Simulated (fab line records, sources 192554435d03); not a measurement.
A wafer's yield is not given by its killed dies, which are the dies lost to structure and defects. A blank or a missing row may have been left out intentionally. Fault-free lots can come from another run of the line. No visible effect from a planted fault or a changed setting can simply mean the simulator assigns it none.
Chamber matching -- flow n5 finfet -- 4 sister chambers for N5_BEOL_M13_ETCH_59 on rie diel-04
The step etches BARC in N2/H2, target depth 89 nm, overetch 26.7 nm, time 67.9 s. 8 wafers are shown with their chamber, then 11 later ones without.

== WAFERS, EACH WITH ITS CHAMBER ==
wafer,chamber,drypump motor current A (A),showerhead plenum p Torr (Torr)
L079.4,2,4.7,2.42
L078.6,2,4.8,2.42
L083.3,1,5.7,2.51
L083.5,1,5.7,2.51
L082.2,0,5.3,2.58
L082.3,3,6.4,2.54
L082.6,3,6.4,2.54
L086.1,0,5.3,2.57

== WAFERS WHOSE CHAMBER IS MISSING ==
wafer,drypump motor current A (A),showerhead plenum p Torr (Torr)
L086.2,6.4,2.54
L086.3,5.6,2.51
L090.1,4.8,2.73
L090.2,5.7,2.51
L090.6,5.7,2.51
L092.2,5.3,2.57
L092.4,4.7,2.73
L092.6,6.4,2.53
L096.1,4.8,2.73
L096.3,5.3,2.57
L096.5,6.4,2.53

== WHICH CHAMBER EACH ONE RAN IN ==
wafer,from the rows above,in truth
L086.2,3,3
L086.3,1,1
L090.1,0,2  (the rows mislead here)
L090.2,1,1
L090.6,1,1
L092.2,0,0
L092.4,0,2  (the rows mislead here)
L092.6,3,3
L096.1,0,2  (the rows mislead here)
L096.3,0,0
L096.5,3,3
Correct placement for 8 of the 11. From these rows, 0 cannot be placed. Number placed wrongly: 3.
How it was worked out, from the rows above alone: a wafer's distance from a chamber is the root of the sum, over the readings, of the square of ((its reading less the chamber's mean) divided by the reading's scatter). The wafer belongs to the nearest chamber; if the next one is less than 2 further off, it can't be placed. The mean given for a chamber averages the wafers shown for that chamber. The scatter is the square root of a quotient: the sum, over the shown wafers, of each reading's squared deviation from its chamber's mean, divided by wafers minus chambers.
